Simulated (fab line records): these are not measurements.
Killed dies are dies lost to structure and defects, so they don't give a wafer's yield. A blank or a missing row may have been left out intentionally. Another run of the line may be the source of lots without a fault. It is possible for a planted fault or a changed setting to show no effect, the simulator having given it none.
fab line records	flow n5_finfet
record: lots: 5	wafers: 15	last_day: 17
route steps=1938 shown BEOL_M1@790
lots that met no fault: taken from a fault-free run of the same line
start_h: hours from the record's first day to the start of the lot's first wafer shown	wait_h: hours from the lot's prior step to this one	" as in the row above	L1.1+2: a single row standing in for several wafers	- no value, or no start was given	* or withheld: withheld	< > ~ a bound
route shown NAME@n: NAME is a module with steps in the file, n the number in the route of the first one	usual: mean and standard deviation over wafers with no fault	same: alike in all rows	chamber/n: place in a boat	sites: per-site readings	_std_site: how widely they spread, as a standard deviation	_edge_site: mean of outer sites minus mean of inner sites	radius_mm: for every site, how far away it sits from the centre of the wafer	mask NAME#n: copy n	behind: the last tool/chamber to shape the wafer	hold: why the lot went on hold/how many hours it stayed there/how the hold came to an end	device: the n, p or np transistor that did not switch	end of line: at the end of the route, the tests of the same wafers	step lacking rows: just its recipe	killed: dies lost to structure and defects at the first sort, not the wafer's yield	map: the dies of a wafer, with x for killed, . for not killed, _ for no die there
set.NAME: the setting that was run; set.NAME@STEP: the one run at that earlier step	model.NAME: the simulator's own value behind a step, which no gauge read
certain route steps with their lots: each step a table, each wafer a row
services: when a tool's chamber went out of use (start_h, in hours from the record's first day, below 0 if earlier), for how many hours, and the reason
== steps ==
step: N5_BEOL_M1_ETCH_77
recipe: chemistry: N2/H2	target: underlayer	target_depth_a: 65	mask_material: CAR-EUV	time_s: 5.2	ion_energy_ev: 200	pressure_mtorr: 30	source_w: 840	bias_w: 150	n2_flow_sccm: 200	h2_flow_sccm: 200	ends: cleared
usual: drypump_motor_current_A: 5.5/0.35	etch_rf_on_time_s: 5.17/0.17	oes_product_au: 0.65/0.071	rf_vpp_V: 524.4/2.3	showerhead_plenum_p_Torr: 2.55/0.073	throttle_valve_pct: 17.90/0.29
lot.wafer	tool	chamber	start_h	wait_h	drypump_motor_current_A	etch_rf_on_time_s	oes_product_au	rf_hours_counter_h	rf_vpp_V	showerhead_plenum_p_Torr	throttle_valve_pct
L074.3	rie_diel-06	0	134.12	0.0	5.4	5.01	0.65	146	527.0	2.66	17.88
L074.5	"	1	"	"	6.0	5.15	0.61	-	526.6	2.64	18.23
L074.6	"	2	"	"	5.1	4.96	0.77	-	523.9	2.58	17.68
L084.1	rie_diel-06	0	193.44	0.0	5.4	4.85	0.65	162	524.6	2.66	17.93
L084.4	"	3	"	"	4.9	4.98	0.61	224	517.2	2.39	18.17
L084.5	"	3	"	"	4.9	4.98	0.61	-	520.2	2.39	18.17
L091.3	rie_diel-01	1	230.56	0.0	5.5	5.26	0.63	174	526.6	2.63	17.93
L091.4	"	0	"	"	5.3	5.06	0.73	51	524.2	2.56	17.90
L091.5	"	2	"	"	5.8	5.15	0.61	-	522.0	2.51	18.33
L092.2	rie_diel-01	0	238.14	0.0	5.3	5.10	0.72	54	525.5	2.56	17.91
L092.3	"	2	"	"	5.9	5.18	0.60	228	521.2	2.51	18.35
L092.5	"	1	"	"	5.5	5.31	0.61	-	528.1	2.63	17.97
L095.1	rie_diel-02	0	249.88	0.0	5.8	5.45	0.70	65	525.7	2.55	17.52
L095.2	"	1	"	"	5.9	5.25	0.59	234	523.1	2.50	17.70
L095.3	"	2	"	"	5.7	5.23	0.79	14	524.9	2.57	17.30
step: N5_BEOL_M1_ETCH_69
recipe: chemistry: CF4	target: SiARC	target_depth_a: 156	mask_material: CAR-EUV	time_s: 26	ion_energy_ev: 80	pressure_mtorr: 40	source_w: 545	bias_w: 36	Ar_flow_sccm: 100	cf4_flow_sccm: 100	ends: cleared
usual: drypump_motor_current_A: 5.5/0.35	etch_rf_on_time_s: 25.9/0.79	oes_product_au: 0.65/0.07	rf_vpp_V: 184.3/1.1	showerhead_plenum_p_Torr: 2.16/0.049	throttle_valve_pct: 15.72/0.29
lot.wafer	tool	chamber	start_h	wait_h	drypump_motor_current_A	etch_rf_on_time_s	oes_product_au	rf_hours_counter_h	rf_vpp_V	showerhead_plenum_p_Torr	throttle_valve_pct
L074.3	rie_diel-06	0	134.14	0.0	5.3	24.8	0.66	146	185.3	2.22	15.44
L074.5	"	1	"	"	5.9	25.5	0.61	-	185.0	2.21	15.86
L074.6	"	2	"	"	5.0	24.9	0.76	-	183.8	2.15	15.38
L084.1	rie_diel-06	0	193.45	0.0	5.3	24.3	0.65	162	183.8	2.22	15.46
L084.4	"	3	"	"	4.9	24.9	0.61	224	184.6	2.06	16.32
L084.5	"	3	"	"	4.9	25.1	0.60	-	184.0	2.06	16.32
L091.3	rie_diel-01	1	230.57	0.0	5.5	26.6	0.62	174	182.6	2.20	15.70
L091.4	"	0	"	"	5.3	25.3	0.73	51	183.2	2.18	15.84
L091.5	"	2	"	"	5.9	26.1	0.61	-	184.4	2.11	16.02
L092.2	rie_diel-01	0	238.16	0.0	5.3	25.8	0.72	54	183.3	2.18	15.84
L092.3	"	2	"	"	5.8	26.1	0.60	228	184.3	2.11	16.04
L092.5	"	1	"	"	5.6	26.7	0.62	-	185.5	2.20	15.71
L095.1	rie_diel-02	0	249.90	0.0	5.8	26.8	0.70	65	184.2	2.18	15.61
L095.2	"	1	"	"	5.9	26.2	0.59	234	184.3	2.13	15.62
L095.3	"	2	"	"	5.7	25.9	0.80	14	185.6	2.16	15.11
step: N5_BEOL_M1_ALD_98
recipe: material: SiO2	target_thk_a: 25	temp_c: 100	ald_precursor_family: BDEAS	ald_co_reactant: O2-plasma	pulse_time_s: 1	co_reactant_pulse_time_s: 1	purge_time_s: 2	co_reactant_purge_time_s: 2	ald_cycles: 17	pressure_torr: 2
usual: chamber_pressure_Torr: 1.999/0.0048	heater_power_w: 78/8	precursor_pulse_height_rel: 0.999/0.021
lot.wafer	tool	chamber	start_h	wait_h	chamber_pressure_Torr	heater_power_w	precursor_pulse_height_rel
L074.3	ald_sin-01	0	134.58	0.4	1.992	68	1.012
L074.5	"	2	"	"	2.013	80	1.031
L074.6	"	1	"	"	1.999	84	1.036
L084.1	ald_sin-01	2	193.54	0.1	1.995	84	1.000
L084.4	"	1	"	"	1.994	82	0.999
L084.5	"	1	"	"	2.003	81	0.970
L091.3	ald_sin-04	1	230.70	0.1	2.003	68	0.997
L091.4	"	0	"	"	1.996	71	0.991
L091.5	"	3	"	"	2.000	81	1.021
L092.2	ald_sin-02	0	238.36	0.2	1.997	81	1.009
L092.3	"	2	"	"	1.995	96	0.938
L092.5	"	2	"	"	2.007	95	1.014
L095.1	ald_sin-01	0	250.22	0.3	2.001	67	1.004
L095.2	"	2	"	"	1.998	83	0.961
L095.3	"	3	"	"	1.999	77	1.009
step: N5_BEOL_M1_ETCHBACK_99
recipe: chemistry: CHF3	target: SiO2	target_depth_a: 50	time_s: 10.4	source_w: 215	bias_w: 47	Ar_flow_sccm: 200	CHF3_flow_sccm: 12	ion_energy_ev: 100	pressure_mtorr: 30
usual: drypump_motor_current_A: 5.5/0.35	oes_product_au: 0.76/0.087	rf_vpp_V: 241/4.9	showerhead_plenum_p_Torr: 2.17/0.053	throttle_valve_pct: 17.20/0.29
lot.wafer	tool	chamber	start_h	wait_h	drypump_motor_current_A	oes_product_au	rf_hours_counter_h	rf_vpp_V	showerhead_plenum_p_Torr	throttle_valve_pct
L074.3	rie_diel-01	3	135.26	0.6	5.2	0.70	212	241	2.09	17.12
L074.5	"	0	"	"	5.3	0.91	-	244	2.19	17.20
L074.6	"	1	"	"	5.5	0.75	-	246	2.23	17.10
L084.1	rie_diel-06	3	196.40	2.8	4.9	0.71	225	235	2.07	17.80
L084.4	"	2	"	"	5.0	0.87	65	238	2.17	16.93
L084.5	"	1	"	"	6.0	0.71	-	240	2.22	17.31
L091.3	rie_diel-01	0	230.92	0.2	5.3	0.86	51	244	2.18	17.26
L091.4	"	1	"	"	5.5	0.73	174	245	2.22	17.15
L091.5	"	0	"	"	5.3	0.86	-	244	2.18	17.27
L092.2	rie_diel-06	0	238.65	0.2	5.3	0.75	175	245	2.24	17.05
L092.3	"	1	"	"	5.9	0.69	233	240	2.21	17.38
L092.5	"	1	"	"	6.0	0.70	-	242	2.21	17.36
L095.1	rie_diel-01	2	251.15	0.9	5.9	0.70	232	245	2.15	17.66
L095.2	"	1	"	"	5.5	0.72	181	246	2.21	17.14
L095.3	"	3	"	"	5.2	0.67	248	240	2.08	17.19
step: N5_BEOL_M1_ETCH_70
recipe: chemistry: N2/H2	target: SOC	target_depth_a: 800	overetch_a: 160	mask_material: SiARC	temp_c: 40	time_s: 120	ion_energy_ev: 200	pressure_mtorr: 30	source_w: 840	bias_w: 150	n2_flow_sccm: 200	h2_flow_sccm: 200
usual: drypump_motor_current_A: 5.5/0.35	oes_product_au: 0.58/0.063	rf_vpp_V: 524.4/2.1	showerhead_plenum_p_Torr: 2.55/0.073	throttle_valve_pct: 17.90/0.28
lot.wafer	tool	chamber	start_h	wait_h	drypump_motor_current_A	oes_product_au	rf_hours_counter_h	rf_vpp_V	showerhead_plenum_p_Torr	throttle_valve_pct
L074.3	rie_diel-01	3	135.29	0.0	5.2	0.55	212	523.2	2.52	18.02
L074.5	"	0	"	"	5.3	0.68	-	524.4	2.58	17.81
L074.6	"	1	"	"	5.5	0.58	-	527.2	2.64	17.84
L084.1	rie_diel-06	3	196.44	0.0	4.9	0.53	225	518.4	2.39	18.15
L084.4	"	2	"	"	5.1	0.65	65	525.0	2.57	17.65
L084.5	"	1	"	"	6.0	0.53	-	526.7	2.63	18.21
L091.3	rie_diel-01	0	230.95	0.0	5.3	0.64	51	524.1	2.56	17.85
L091.4	"	1	"	"	5.5	0.56	174	526.1	2.63	17.90
L091.5	"	0	"	"	5.3	0.64	-	525.3	2.56	17.86
L092.2	rie_diel-06	0	238.69	0.0	5.3	0.55	175	526.6	2.65	17.91
L092.3	"	1	"	"	6.0	0.53	233	524.7	2.62	18.24
L092.5	"	1	"	"	6.0	0.52	-	524.2	2.62	18.22
L095.1	rie_diel-01	2	251.19	0.0	5.9	0.54	232	523.6	2.51	18.31
L095.2	"	1	"	"	5.5	0.56	181	525.4	2.63	17.91
L095.3	"	3	"	"	5.2	0.52	248	524.2	2.50	18.07
step: N5_BEOL_M1_STRIP_71
recipe: chemistry: N2/H2	temp_c: 40	n2_flow_sccm: 200	h2_flow_sccm: 200	rf_frequency_hz: 6e+07
lot.wafer	tool	chamber	start_h	wait_h
L074.3+5+6	rie_diel-01	3,0,1	135.38	0.0
L084.1+4+5	rie_diel-06	3,2,1	196.52	0.0
L091.3+4+5	rie_diel-01	0,1,0	231.04	0.0
L092.2+3+5	rie_diel-06	0,1,1	238.77	0.0
L095.1+2+3	rie_diel-01	2,1,3	251.27	0.0
step: N5_BEOL_M1_STRIP_78
recipe: chemistry: N2/H2	temp_c: 40	n2_flow_sccm: 200	h2_flow_sccm: 200	rf_frequency_hz: 6e+07
lot.wafer	tool	chamber	start_h	wait_h
L074.3+5+6	rie_diel-01	3,0,1	135.39	0.0
L084.1+4+5	rie_diel-06	3,2,1	196.53	0.0
L091.3+4+5	rie_diel-01	0,1,0	231.05	0.0
L092.2+3+5	rie_diel-06	0,1,1	238.78	0.0
L095.1+2+3	rie_diel-01	2,1,3	251.28	0.0
step: N5_BEOL_M1_VIA_ETCH_34
recipe: chemistry: C4F6/O2	target_depth_a: 678	mask_material: SOC	pressure_mtorr: 15	ion_energy_ev: 250	taper_deg: 4	time_s: 64.4	source_w: 350	bias_w: 170	Ar_flow_sccm: 300	C4F6_flow_sccm: 10	O2_flow_sccm: 10
usual: O2_flow_sccm: 10.002/0.029	drypump_motor_current_A: 5.5/0.35	oes_product_au: 0.76/0.087	rf_vpp_V: 667/13	showerhead_plenum_p_Torr: 2.86/0.068	throttle_valve_pct: 30.8/0.39
lot.wafer	tool	chamber	start_h	wait_h	O2_flow_sccm	drypump_motor_current_A	oes_product_au	rf_hours_counter_h	rf_vpp_V	showerhead_plenum_p_Torr	throttle_valve_pct
L074.3	rie_diel-01	3	135.40	0.0	9.985	5.2	0.69	212	668	2.77	30.5
L074.5	"	0	"	"	10.004	5.3	0.91	-	671	2.89	31.0
L074.6	"	1	"	"	10.064	5.5	0.76	-	681	2.94	30.6
L084.1	rie_diel-06	3	196.54	0.0	10.038	4.9	0.70	225	649	2.74	31.6
L084.4	"	2	"	"	10.014	5.0	0.87	65	658	2.87	30.4
L084.5	"	1	"	"	10.012	6.0	0.70	-	665	2.93	31.1
L091.3	rie_diel-01	0	231.06	0.0	10.023	5.3	0.85	51	671	2.88	31.1
L091.4	"	1	"	"	9.994	5.5	0.72	174	681	2.92	30.6
L091.5	"	0	"	"	10.047	5.3	0.85	-	671	2.88	31.1
L092.2	rie_diel-06	0	238.79	0.0	9.982	5.3	0.75	175	680	2.96	31.0
L092.3	"	1	"	"	10.039	6.0	0.70	233	663	2.92	31.1
L092.5	"	1	"	"	9.990	5.9	0.70	-	662	2.92	31.1
L095.1	rie_diel-01	2	251.29	0.0	9.965	5.9	0.70	232	680	2.84	31.4
L095.2	"	1	"	"	10.003	5.5	0.72	181	682	2.92	30.6
L095.3	"	3	"	"	10.036	5.2	0.68	248	668	2.76	30.5
step: N5_BEOL_M1_STRIP_83
recipe: chemistry: C4F6/O2	resist: SiARC	rf_frequency_hz: 6e+07
lot.wafer	tool	chamber	start_h	wait_h
L074.3+5+6	rie_diel-01	3,0,1	135.44	0.0
L084.1+4+5	rie_diel-06	3,2,1	196.59	0.0
L091.3+4+5	rie_diel-01	0,1,0	231.10	0.0
L092.2+3+5	rie_diel-06	0,1,1	238.84	0.0
L095.1+2+3	rie_diel-01	2,1,3	251.34	0.0
step: N5_BEOL_M1_STRIP_36
recipe: chemistry: N2/H2	power_w: 450	temp_c: 40	pressure_mtorr: 20	rf_frequency_hz: 6e+07	overash_fraction: 0.3	bias_power_w: 7	h2_frac: 0.5	n2_flow_sccm: 200	h2_flow_sccm: 200
usual: bias_power_w: 7.000/0.022	drypump_motor_current_A: 5.5/0.35	oes_product_au: 0.76/0.09	rf_vpp_V: 59.2/1.6	showerhead_plenum_p_Torr: 2.55/0.073	throttle_valve_pct: 23.7/0.35
lot.wafer	tool	chamber	start_h	wait_h	bias_power_w	drypump_motor_current_A	oes_product_au	rf_hours_counter_h	rf_vpp_V	showerhead_plenum_p_Torr	throttle_valve_pct
L074.3	rie_diel-01	3	135.45	0.0	7.015	5.2	0.69	212	59.8	2.51	23.7
L074.5	"	0	"	"	6.985	5.3	0.92	-	60.2	2.57	23.6
L074.6	"	1	"	"	6.950	5.5	0.76	-	60.9	2.64	23.6
L084.1	rie_diel-06	3	196.60	0.0	7.014	4.9	0.70	225	59.2	2.38	23.7
L084.4	"	2	"	"	6.989	5.1	0.87	65	58.8	2.57	23.4
L084.5	"	1	"	"	7.009	6.0	0.70	-	57.2	2.62	24.1
L091.3	rie_diel-01	0	231.11	0.0	7.002	5.3	0.86	51	60.9	2.56	23.6
L091.4	"	1	"	"	6.971	5.5	0.72	174	59.1	2.63	23.6
L091.5	"	0	"	"	6.952	5.3	0.86	-	59.7	2.56	23.6
L092.2	rie_diel-06	0	238.85	0.0	6.978	5.3	0.74	175	61.7	2.65	23.9
L092.3	"	1	"	"	7.001	6.0	0.68	233	59.3	2.62	24.1
L092.5	"	1	"	"	7.003	6.0	0.69	-	62.3	2.62	24.1
L095.1	rie_diel-01	2	251.35	0.0	7.012	5.9	0.71	232	57.4	2.50	24.2
L095.2	"	1	"	"	7.004	5.5	0.72	181	59.7	2.62	23.6
L095.3	"	3	"	"	6.970	5.2	0.65	248	57.6	2.50	23.8
step: N5_BEOL_M1_TRENCH_ETCH_37
recipe: chemistry: C4F6/O2	target_depth_a: 552.07	target: SiOC	time_s: 29	ion_energy_ev: 250	pressure_mtorr: 30	source_w: 355	bias_w: 185	Ar_flow_sccm: 300	C4F6_flow_sccm: 10	O2_flow_sccm: 10
usual: O2_flow_sccm: 10.000/0.028	drypump_motor_current_A: 5.5/0.35	oes_product_au: 0.76/0.087	rf_vpp_V: 667/13	showerhead_plenum_p_Torr: 2.86/0.068	throttle_valve_pct: 21.0/0.3
lot.wafer	tool	chamber	start_h	wait_h	O2_flow_sccm	drypump_motor_current_A	oes_product_au	rf_hours_counter_h	rf_vpp_V	showerhead_plenum_p_Torr	throttle_valve_pct
L074.3	rie_diel-01	3	-	-	9.973	5.2	0.70	212	669	2.78	20.8
L074.5	"	0	"	"	10.053	5.3	0.91	-	673	2.90	21.0
L074.6	"	1	"	"	9.961	5.5	0.76	-	682	2.94	20.8
L084.1	rie_diel-06	3	-	-	9.991	4.9	0.70	225	648	2.74	21.6
L084.4	"	2	"	"	9.989	5.0	0.87	65	657	2.87	20.7
L084.5	"	1	"	"	9.952	5.9	0.70	-	664	2.93	21.1
L091.3	rie_diel-01	0	-	-	10.056	5.3	0.85	51	671	2.88	21.1
L091.4	"	1	"	"	10.053	5.5	0.73	174	683	2.93	20.9
L091.5	"	0	"	"	10.004	5.3	0.86	-	672	2.88	21.1
L092.2	rie_diel-06	0	-	-	9.999	5.3	0.74	175	677	2.96	20.9
L092.3	"	1	"	"	10.006	6.0	0.69	233	662	2.92	21.2
L092.5	"	1	"	"	9.988	6.0	0.69	-	663	2.92	21.2
L095.1	rie_diel-01	2	-	-	9.977	5.9	0.70	232	679	2.84	21.5
L095.2	"	1	"	"	9.947	5.6	0.73	181	681	2.93	20.9
L095.3	"	3	"	"	9.997	5.2	0.68	248	667	2.76	20.9
step: N5_BEOL_M1_ETCH_41
recipe: chemistry: CH3F/O2	target: SiCN	target_depth_a: 319	taper_deg: 2	time_s: 57.8	ion_energy_ev: 120	mask_material: TiN	pressure_mtorr: 30	source_w: 395	bias_w: 75	Ar_flow_sccm: 150	CH3F_flow_sccm: 30	O2_flow_sccm: 20
usual: O2_flow_sccm: 20.01/0.054	drypump_motor_current_A: 5.5/0.35	oes_product_au: 0.76/0.087	rf_vpp_V: 297.6/1.3	showerhead_plenum_p_Torr: 2.01/0.05	throttle_valve_pct: 16.46/0.28
lot.wafer	tool	chamber	start_h	wait_h	O2_flow_sccm	drypump_motor_current_A	oes_product_au	rf_hours_counter_h	rf_vpp_V	showerhead_plenum_p_Torr	throttle_valve_pct
L074.3	rie_diel-01	3	-	-	20.07	5.2	0.70	212	296.2	1.96	16.46
L074.5	"	0	"	"	19.96	5.3	0.91	-	297.9	2.04	16.46
L074.6	"	1	"	"	19.91	5.5	0.76	-	298.8	2.07	16.34
L084.1	rie_diel-06	3	-	-	19.99	4.9	0.70	225	294.9	1.92	17.03
L084.4	"	2	"	"	19.96	5.0	0.87	65	297.6	2.02	16.19
L084.5	"	1	"	"	20.03	6.0	0.70	-	298.2	2.06	16.56
L091.3	rie_diel-01	0	-	-	19.97	5.3	0.86	52	297.6	2.03	16.52
L091.4	"	1	"	"	20.04	5.5	0.73	174	298.3	2.06	16.39
L091.5	"	0	"	"	19.98	5.3	0.85	-	296.6	2.03	16.52
L092.2	rie_diel-06	0	-	-	19.93	5.4	0.74	175	298.6	2.09	16.31
L092.3	"	1	"	"	19.93	5.9	0.70	233	297.3	2.05	16.60
L092.5	"	1	"	"	19.91	5.9	0.69	-	297.4	2.05	16.59
L095.1	rie_diel-01	2	-	-	20.10	5.8	0.70	232	296.3	1.99	16.90
L095.2	"	1	"	"	20.04	5.5	0.72	181	300.1	2.06	16.42
L095.3	"	3	"	"	20.00	5.2	0.67	248	297.4	1.94	16.50
step: N5_BEOL_M1_STRIP_97
recipe: chemistry: N2/H2	time_s: 10	power_w: 450	temp_c: 40	pressure_mtorr: 20	rf_frequency_hz: 6e+07	bias_power_w: 7	n2_flow_sccm: 200	h2_flow_sccm: 200
usual: bias_power_w: 7.000/0.02	drypump_motor_current_A: 5.5/0.35	oes_product_au: 0.76/0.091	rf_vpp_V: 59.2/0.88	showerhead_plenum_p_Torr: 2.55/0.073	throttle_valve_pct: 23.7/0.35
lot.wafer	tool	chamber	start_h	wait_h	bias_power_w	drypump_motor_current_A	oes_product_au	rf_hours_counter_h	rf_vpp_V	showerhead_plenum_p_Torr	throttle_valve_pct
L074.3	rie_diel-01	3	-	-	7.023	5.2	0.68	212	59.2	2.51	23.7
L074.5	"	0	"	"	6.984	5.3	0.93	-	59.8	2.57	23.6
L074.6	"	1	"	"	6.991	5.5	0.76	-	58.5	2.64	23.6
L084.1	rie_diel-06	3	-	-	7.005	4.9	0.70	225	59.3	2.38	23.8
L084.4	"	2	"	"	7.003	5.0	0.87	65	59.2	2.57	23.4
L084.5	"	1	"	"	7.001	5.9	0.70	-	58.1	2.63	24.1
L091.3	rie_diel-01	0	-	-	7.001	5.3	0.87	52	58.9	2.56	23.6
L091.4	"	1	"	"	7.007	5.5	0.73	174	59.7	2.63	23.6
L091.5	"	0	"	"	7.012	5.3	0.87	-	58.4	2.56	23.7
L092.2	rie_diel-06	0	-	-	6.984	5.3	0.74	175	59.2	2.65	23.9
L092.3	"	1	"	"	6.985	6.0	0.69	233	58.8	2.62	24.1
L092.5	"	1	"	"	7.004	6.0	0.69	-	59.3	2.62	24.1
L095.1	rie_diel-01	2	-	-	7.000	5.9	0.71	232	58.0	2.50	24.1
L095.2	"	1	"	"	6.978	5.5	0.72	182	59.5	2.62	23.6
L095.3	"	3	"	"	6.987	5.2	0.66	248	59.6	2.50	23.7
step: N5_BEOL_M1_OCD_MEAS_38
usual: trench_depth_nm: 55.4/1.3
lot.wafer	tool	chamber	start_h	wait_h	trench_depth_nm
L074.3	ocd-02	-	135.66	-	53.2
L074.5	"	-	"	"	57.0
L074.6	"	-	"	"	54.2
L084.1	ocd-02	-	196.79	-	56.5
L084.4	"	-	"	"	56.7
L084.5	"	-	"	"	56.0
L091.3	ocd-02	-	231.31	-	57.2
L091.4	"	-	"	"	53.4
L091.5	"	-	"	"	56.6
L092.2	ocd-01	-	239.04	-	57.0
L092.3	"	-	"	"	56.1
L092.5	"	-	"	"	56.0
L095.1	ocd-02	-	251.54	-	55.2
L095.2	"	-	"	"	53.6
L095.3	"	-	"	"	54.4
step: N5_BEOL_M1_HM_STRIP_39
recipe: chemistry: peroxide_tin_strip	material: TiN	target_depth_a: 250	temp_c: 50	time_s: 158
lot.wafer	tool	chamber	start_h	wait_h
L074.3+5+6	wet_bench-04	5,6,3	135.69	0.0
L084.1+4+5	wet_bench-03	6,7,3	196.83	0.0
L091.3+4+5	wet_bench-03	6,5,1	231.34	0.0
L092.2+3+5	wet_bench-06	3,1,7	239.07	0.0
L095.1+2+3	wet_bench-06	7,3,4	251.58	0.0
step: N5_BEOL_M1_SRD_40
recipe: time_s: 30	temp_c: 23	rinse_liquid: diw	dry: ipa_marangoni
lot.wafer	tool	chamber	start_h	wait_h
L074.3+5+6	wet_bench-04	5,6,3	135.74	0.0
L084.1+4+5	wet_bench-03	6,7,3	196.87	0.0
L091.3+4+5	wet_bench-03	6,5,1	231.39	0.0
L092.2+3+5	wet_bench-06	3,1,7	239.12	0.0
L095.1+2+3	wet_bench-06	7,3,4	251.63	0.0
step: N5_BEOL_M1_PRECLEAN_42
recipe: chemistry: residue_remover	time_s: 60	temp_c: 40
lot.wafer	tool	chamber	start_h	wait_h
L074.3+5+6	wet_bench-04	5,6,3	135.75	0.0
L084.1+4+5	wet_bench-03	6,7,3	196.89	0.0
L091.3+4+5	wet_bench-03	6,5,1	231.41	0.0
L092.2+3+5	wet_bench-06	3,1,7	239.14	0.0
L095.1+2+3	wet_bench-06	7,3,4	251.64	0.0
step: N5_BEOL_M1_SRD_43
recipe: time_s: 30	temp_c: 23	rinse_liquid: diw	dry: ipa_marangoni
lot.wafer	tool	chamber	start_h	wait_h
L074.3+5+6	wet_bench-04	5,6,3	135.77	0.0
L084.1+4+5	wet_bench-03	6,7,3	196.91	0.0
L091.3+4+5	wet_bench-03	6,5,1	231.43	0.0
L092.2+3+5	wet_bench-06	3,1,7	239.15	0.0
L095.1+2+3	wet_bench-06	7,3,4	251.66	0.0
step: N5_BEOL_M1_CD_MEAS_35
recipe: target_cd_nm: 18	target_cd_y_nm: 21	polarity: opening
usual: cd_nm: 18.0/0.41
lot.wafer	tool	chamber	start_h	wait_h	cd_nm
L074.3	cd_sem-03	-	135.81	0.0	18.3
L074.5	"	-	"	"	17.6
L074.6	"	-	"	"	18.4
L084.1	cd_sem-02	-	196.95	0.0	17.6
L084.4	"	-	"	"	17.9
L084.5	"	-	"	"	18.3
L091.3	cd_sem-02	-	231.48	0.0	17.9
L091.4	"	-	"	"	18.2
L091.5	"	-	"	"	17.9
L092.2	cd_sem-03	-	239.20	0.0	17.2
L092.3	"	-	"	"	17.9
L092.5	"	-	"	"	17.9
L095.1	cd_sem-02	-	251.70	0.0	17.6
L095.2	"	-	"	"	17.7
L095.3	"	-	"	"	17.9
== services ==
tool	chamber	start_h	hours	kind
rie_diel-01	0	114.37	7.6	repair
rie_diel-06	1	127.09	2.5	repair
rie_diel-06	2	139.56	7.7	repair
rie_diel-01	3	142.69	2.2	repair
ald_sin-01	3	158.58	5.2	repair
ald_sin-04	-	176.75	14.0	pm
ald_sin-04	0	176.75	14.0	vent_cycle
ald_sin-04	1	176.75	14.0	vent_cycle
ald_sin-04	2	176.75	14.0	vent_cycle
ald_sin-04	3	176.75	14.0	vent_cycle
rie_diel-02	1	178.83	7.1	repair
ald_sin-04	-	195.90	14.6	pm
rie_diel-02	2	196.07	-	clean
rie_diel-02	2	196.07	-	consumable_replace:focus_ring
rie_diel-02	2	196.07	16.8	scheduled_down
rie_diel-02	2	196.07	16.8	vent_cycle
ald_sin-01	-	199.15	6.0	pm
ald_sin-01	3	211.06	9.5	repair
rie_diel-01	2	220.13	3.2	repair
rie_diel-02	3	236.85	-	clean
rie_diel-02	3	236.85	-	consumable_replace:focus_ring
rie_diel-02	3	236.85	19.3	scheduled_down
rie_diel-02	3	236.85	19.3	vent_cycle
ald_sin-01	3	239.15	3.4	repair
== key ==
fault none
